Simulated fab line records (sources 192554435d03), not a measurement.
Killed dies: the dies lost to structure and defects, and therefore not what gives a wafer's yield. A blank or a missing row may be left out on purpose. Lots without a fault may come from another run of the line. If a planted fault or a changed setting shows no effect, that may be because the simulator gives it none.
Split-lot trial | flow n5_finfet | route with 1938 steps; 7 lots, 21 wafers read

== SPLIT DETAILS ==
At N5_SD_EPI_P_ETCH_16 (etches SiO2 in CHF3/O2, target depth 5 nm), the setting target_depth_a was moved away from the recipe's 50 angstrom on 6 of the 21 wafers read, by -10.9% to +4.0%. All remaining wafers had this setting at the recipe value.

Reading taken at the split's own step.

== THE READING ==
etch.depth_nm (the simulator's own value, which no gauge read), in nm, at N5_SD_EPI_P_ETCH_16 (etches SiO2 in CHF3/O2, target depth 5 nm). The file does not state a usual value for it. The 15 wafers here that ran the recipe average 4.985 nm, standard deviation 0.058 nm.

wafer  | tool, chamber at the split | target_depth_a as run, angstrom | against the recipe | etch.depth_nm, nm | against lot-mates on the recipe
L075.2 | rie_diel-03, 3             | 50                              | recipe             | 4.885             | -
L075.4 | rie_diel-03, 0             | 51.99                           | +4.0%              | 5.22              | +0.335
L075.5 | rie_diel-03, 3             | 51.99                           | +4.0%              | 5.073             | +0.188
L081.4 | rie_diel-01, 1             | 50                              | recipe             | 4.929             | -
L081.5 | rie_diel-01, 2             | 50                              | recipe             | 4.961             | -
L081.6 | rie_diel-01, 3             | 50                              | recipe             | 5.107             | -
L082.2 | rie_diel-03, 2             | 50                              | recipe             | 4.915             | -
L082.3 | rie_diel-03, 3             | 46.82                           | -6.4%              | 4.576             | -0.335
L082.6 | rie_diel-03, 3             | 50                              | recipe             | 4.907             | -
L085.1 | rie_diel-04, 3             | 44.53                           | -10.9%             | 4.474             | -0.557
L085.2 | rie_diel-04, 0             | 50                              | recipe             | 5.031             | -
L085.5 | rie_diel-04, 3             | 44.53                           | -10.9%             | 4.431             | -0.600
L088.2 | rie_diel-03, 1             | 50                              | recipe             | 4.989             | -
L088.5 | rie_diel-03, 2             | 50                              | recipe             | 4.973             | -
L088.6 | rie_diel-03, 0             | 47.79                           | -4.4%              | 4.799             | -0.182
L093.2 | rie_diel-03, 0             | 50                              | recipe             | 5.019             | -
L093.4 | rie_diel-03, 1             | 50                              | recipe             | 4.967             | -
L093.6 | rie_diel-03, 3             | 50                              | recipe             | 5.043             | -
L095.1 | rie_diel-03, 2             | 50                              | recipe             | 4.979             | -
L095.3 | rie_diel-03, 0             | 50                              | recipe             | 5.026             | -
L095.4 | rie_diel-03, 2             | 50                              | recipe             | 5.038             | -

THE FIT
A straight line over all 21 wafers: etch.depth_nm changes by +0.0489 nm for each +1% of target_depth_a; r = +0.95; the points scatter about the line by 0.063 nm.
The same after taking each lot's own level away (the mean of its wafers on the recipe; 21 wafers): +0.054 nm for each +1%; r = +0.98; scatter 0.047 nm.
Per that fit: largest target_depth_a move, reading shift of 0.59 nm.
Across the lots, their own levels run from 4.8850 to 5.0310 nm, a range of 2.5 times the standard deviation given above.
The two slopes are in agreement: the lot-to-lot level therefore moves the slope only a little.
Check: for one of the wafers moved furthest among these (-10.9%), held out of the fit, the line's prediction against its lot-mates is -0.597 nm. It came out at -0.557 nm against them.

== THESE WAFERS: OTHER SPLITS ==
Before the reading, these wafers also passed through other splits. Each is held against what the fit with the lots' levels taken away leaves over:
other split on the same wafers        | wafers away from the commonest value | r with etch.depth_nm (lot level and that fit taken away)
N5_WELL_APT_COAT_02 spin_rpm          | 9                                    | -0.05
N5_WELL_APT_PEB_06 peb_temp_c         | 4                                    | -0.11
N5_WELL_APT_COAT_19 spin_rpm          | 8                                    | -0.29
N5_WELL_APT_DEVELOP_24 develop_time_s | 3                                    | +0.33
N5_FIN_SAQP_HM_DEP_72 time_s          | 6                                    | +0.05
N5_FIN_SAQP_EXPOSE_13 dose_mj         | 7                                    | -0.42
N5_DUMMY_GATE_ETCH_32 time_s          | 8                                    | +0.03
N5_DUMMY_GATE_ETCH_42 bias_w          | 9                                    | +0.36

== FILE'S OWN FIT ==
etch.depth_nm changes by +0.0527 nm for each +1% of target_depth_a, r = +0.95.
